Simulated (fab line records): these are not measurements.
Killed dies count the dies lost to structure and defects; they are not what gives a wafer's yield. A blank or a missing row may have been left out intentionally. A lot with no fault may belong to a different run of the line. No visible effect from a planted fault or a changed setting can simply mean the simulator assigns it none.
Matching of chambers | flow n5 finfet | 4 sister chambers for N5_BEOL_M0_SAQP_SPACER1_ETCHBACK_99 on rie diel-01
The step etches SiO2 in CHF3/O2, target depth 15.4 nm, time 7.7 s. 8 wafers are shown with their chamber, then 8 later ones without.

WAFERS WITH THEIR CHAMBER
wafer  | chamber | showerhead plenum p Torr (Torr) | rf vpp V (V)
L080.4 | 2       | 2.44                            | 530
L080.5 | 1       | 2.29                            | 519
L082.1 | 0       | 2.37                            | 518
L082.6 | 3       | 2.46                            | 514
L083.2 | 2       | 2.44                            | 531
L083.3 | 0       | 2.37                            | 519
L083.4 | 3       | 2.45                            | 515
L087.2 | 1       | 2.28                            | 519

WAFERS WHOSE CHAMBER IS MISSING
wafer  | showerhead plenum p Torr (Torr) | rf vpp V (V)
L087.4 | 2.37                            | 519
L087.6 | 2.37                            | 519
L092.1 | 2.28                            | 521
L092.2 | 2.37                            | 519
L092.5 | 2.28                            | 519
L095.4 | 2.45                            | 512
L095.5 | 2.43                            | 529
L095.6 | 2.37                            | 518

CHAMBER TAKEN BY EACH
wafer  | from the rows above | in truth
L087.4 | 0                   | 0
L087.6 | 0                   | 0
L092.1 | 1                   | 1
L092.2 | 0                   | 0
L092.5 | 1                   | 1
L095.4 | 3                   | 3
L095.5 | 2                   | 2
L095.6 | 0                   | 0
8 of 8 placed correctly. Number that these rows cannot place: 0. Number placed wrongly: 0.
How it was worked out, from the rows above alone: a wafer's distance from a chamber is the root of the sum, over the readings, of the square of ((its reading less the chamber's mean) divided by the reading's scatter). The wafer belongs to the nearest chamber; if the next one is less than 2 further off, it can't be placed. The mean given for a chamber averages the wafers shown for that chamber. How the scatter is found: for the shown wafers, subtract from each reading the mean of its chamber, square and add these, divide the total by (wafers less chambers), then take the root.
